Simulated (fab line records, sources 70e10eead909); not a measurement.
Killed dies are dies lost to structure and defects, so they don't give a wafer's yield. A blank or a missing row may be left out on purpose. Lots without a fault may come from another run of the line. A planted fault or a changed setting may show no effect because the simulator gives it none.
Chamber matching | flow nand_harc | NHARC_P_ZERO_WELL_DESCUM_39 on rie_diel-04: 4 sister chambers
The step chemistry O2, time 3 s. 4 wafers are shown with their chamber, then 10 later ones without.

WAFERS WITH THEIR CHAMBER
wafer  | chamber | showerhead_plenum_p_Torr (Torr)
L081.1 | 3       | 1.93
L083.6 | 1       | 1.79
L086.2 | 2       | 1.94
L086.3 | 0       | 1.80

WAFERS WITHOUT THEIR CHAMBER
wafer  | showerhead_plenum_p_Torr (Torr)
L086.4 | 1.92
L093.1 | 1.91
L093.2 | 1.79
L093.3 | 1.78
L094.2 | 1.78
L094.3 | 1.93
L094.5 | 1.79
L097.3 | 1.91
L097.5 | 1.77
L097.6 | 1.93

WHICH CHAMBER EACH WENT THROUGH
wafer  | from the rows above     | in truth
L086.4 | can't be placed: 3 or 2 | 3
L093.1 | can't be placed: 3 or 2 | 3
L093.2 | can't be placed: 1 or 0 | 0
L093.3 | can't be placed: 1 or 0 | 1
L094.2 | can't be placed: 1 or 0 | 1
L094.3 | can't be placed: 3 or 2 | 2
L094.5 | can't be placed: 1 or 0 | 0
L097.3 | can't be placed: 3 or 2 | 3
L097.5 | can't be placed: 1 or 0 | 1
L097.6 | can't be placed: 3 or 2 | 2
Placed correctly: 0 of 10. Can't be placed from these rows: 10 (the true chamber is among the candidates in 10). Placed wrongly: 0.
How it was worked out, from the rows above alone: a wafer's distance from a chamber is the root of the sum, over the readings, of the square of ((its reading less the chamber's mean) divided by the reading's scatter). The wafer belongs to the nearest chamber; if the next one is less than 2 further off, it can't be placed. A chamber's mean is the mean of its shown wafers. The scatter: with one shown wafer a chamber, the root of the mean of the squares of how far each hidden wafer lies from its nearest shown one.
